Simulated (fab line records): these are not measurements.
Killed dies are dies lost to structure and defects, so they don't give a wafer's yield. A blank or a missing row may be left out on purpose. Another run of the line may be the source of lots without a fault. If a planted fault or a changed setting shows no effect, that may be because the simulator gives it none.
Split-lot experiment | flow n5Finfet | 39 wafers read across 7 lots, on a route 1938 steps long

## SPLIT DETAILS
At N5_BEOL_M3_VIA_ETCH_34 (etches the open film in C4F6/O2, target depth 69.4 nm, time 65.9 s), the setting timeS was moved away from the recipe's 65.9 s on 15 of the 39 wafers read, by -44.8% to +48.8%. The other wafers ran this setting at the recipe's value.

The reading is taken at the split's own step.

## THE READING
SOC_of_BEOL_M3_COAT_67.thkNm (the simulator's own value, which no gauge read), in nm, at N5_BEOL_M3_VIA_ETCH_34 (etches the open film in C4F6/O2, target depth 69.4 nm, time 65.9 s). No usual value for it is given in the file. Average 51.9 nm, standard deviation 0.2 nm, over the 24 wafers here run with the recipe.

wafer  | tool, chamber at the split | timeS as run, s | against the recipe | SOC_of_BEOL_M3_COAT_67.thkNm, nm | against lot-mates on the recipe
L076.1 | rieDiel-05, 2              | 65.9            | recipe             | 52                               | -
L076.5 | rieDiel-05, 2              | 65.9            | recipe             | 52                               | -
L076.6 | rieDiel-05, 1              | 65.9            | recipe             | 51.8                             | -
L078.1 | rieDiel-03, 1              | 36.37           | -44.8%             | 55.6                             | +3.9
L078.2 | rieDiel-03, 2              | 65.9            | recipe             | 52                               | -
L078.3 | rieDiel-03, 3              | 65.9            | recipe             | 51.8                             | -
L078.4 | rieDiel-03, 0              | 36.37           | -44.8%             | 55.4                             | +3.7
L078.5 | rieDiel-03, 2              | 36.37           | -44.8%             | 55.6                             | +3.9
L078.6 | rieDiel-03, 3              | 65.9            | recipe             | 51.4                             | -
L083.1 | rieDiel-03, 2              | 65.9            | recipe             | 52.2                             | -
L083.2 | rieDiel-03, 0              | 65.9            | recipe             | 52.2                             | -
L083.3 | rieDiel-03, 3              | 65.9            | recipe             | 51.8                             | -
L083.4 | rieDiel-03, 1              | 65.9            | recipe             | 52                               | -
L083.5 | rieDiel-03, 3              | 65.9            | recipe             | 51.8                             | -
L083.6 | rieDiel-03, 0              | 65.9            | recipe             | 52                               | -
L086.1 | rieDiel-03, 0              | 65.9            | recipe             | 51.8                             | -
L086.2 | rieDiel-03, 2              | 88.67           | +34.6%             | 49                               | -2.8
L086.3 | rieDiel-03, 3              | 88.67           | +34.6%             | 48.8                             | -3.0
L086.4 | rieDiel-03, 1              | 65.9            | recipe             | 51.8                             | -
L086.5 | rieDiel-03, 1              | 65.9            | recipe             | 51.8                             | -
L086.6 | rieDiel-03, 2              | 88.67           | +34.6%             | 49.2                             | -2.6
L090.1 | rieDiel-04, 0              | 40.48           | -38.6%             | 55.4                             | +3.2
L090.2 | rieDiel-04, 1              | 65.9            | recipe             | 52                               | -
L090.3 | rieDiel-04, 2              | 65.9            | recipe             | 52.4                             | -
L090.4 | rieDiel-04, 3              | 40.48           | -38.6%             | 55                               | +2.8
L090.5 | rieDiel-04, 0              | 65.9            | recipe             | 52.2                             | -
L090.6 | rieDiel-04, 1              | 40.48           | -38.6%             | 55.2                             | +3.0
L091.1 | rieDiel-04, 3              | 65.9            | recipe             | 51.8                             | -
L091.2 | rieDiel-04, 1              | 47.12           | -28.5%             | 54.2                             | +2.3
L091.3 | rieDiel-04, 2              | 47.12           | -28.5%             | 54.4                             | +2.5
L091.4 | rieDiel-04, 0              | 65.9            | recipe             | 52                               | -
L091.5 | rieDiel-04, 0              | 65.9            | recipe             | 52                               | -
L091.6 | rieDiel-04, 3              | 47.12           | -28.5%             | 54.2                             | +2.3
L095.1 | rieDiel-03, 2              | 98.06           | +48.8%             | 48.2                             | -3.7
L095.2 | rieDiel-03, 1              | 65.9            | recipe             | 51.8                             | -
L095.3 | rieDiel-03, 3              | 65.9            | recipe             | 52                               | -
L095.4 | rieDiel-03, 2              | 98.06           | +48.8%             | 48.2                             | -3.7
L095.5 | rieDiel-03, 3              | 65.9            | recipe             | 51.8                             | -
L095.6 | rieDiel-03, 1              | 98.06           | +48.8%             | 48.2                             | -3.7

THE FIT
A straight line over all 39 wafers: SOC_of_BEOL_M3_COAT_67.thkNm changes by -0.0808 nm for each +1% of timeS; r = -1.00; the points scatter about the line by 0.19 nm.
The same after taking each lot's own level away (the mean of its wafers on the recipe; 39 wafers): -0.0796 nm for each +1%; r = -1.00; scatter 0.17 nm.
Per that fit: largest timeS move, reading shift of 3.9 nm.
The span of the lots' own levels, 51.73 to 52.20 nm, comes to 2.4 times the standard deviation stated above.
So the lot-to-lot level changes the slope little: the two slopes agree.
Check: -3.88 nm against its lot-mates is what the line predicts for one of the wafers moved furthest among these (+48.8%) when that wafer is left out of the fit. It came out at -3.67 nm against them.

## FURTHER SPLITS ON THESE WAFERS
Before the reading, these wafers also passed through other splits. Each is held against what the fit with the lots' levels taken away leaves over:
other split on the same wafers       | wafers away from the commonest value | r with SOC_of_BEOL_M3_COAT_67.thkNm (lot level and that fit taken away)
N5_FIN_SAQP_HM_DEP_03 timeS          | 15                                   | +0.06
N5_DUMMY_GATE_ETCH_31 targetDepthA   | 18                                   | -0.42
N5_HKMG_FIN_ETCH_67 targetDepthA     | 9                                    | -0.20
N5_MOL_CONTACT_COAG_ALD_20 aldCycles | 6                                    | -0.21

## THE WHOLE CHAIN: every reading that the file lists as answering this split, in the file's order
step                   | what it does                                                       | reading                                                                       | change (the file's fit)                | r (the file's)
N5_BEOL_M3_VIA_ETCH_34 | etches the open film in C4F6/O2, target depth 69.4 nm, time 65.9 s | etch.depthNm (the simulator's own value, which no gauge read)                 | +0.689 nm for each +1% of the setting  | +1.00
N5_BEOL_M3_VIA_ETCH_34 | etches the open film in C4F6/O2, target depth 69.4 nm, time 65.9 s | SOC_of_BEOL_M3_COAT_67.thkNm (the simulator's own value, which no gauge read) | -0.0797 nm for each +1% of the setting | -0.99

## THE FILE'S OWN FIT
SOC_of_BEOL_M3_COAT_67.thkNm changes by -0.0797 nm for each +1% of timeS, r = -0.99.
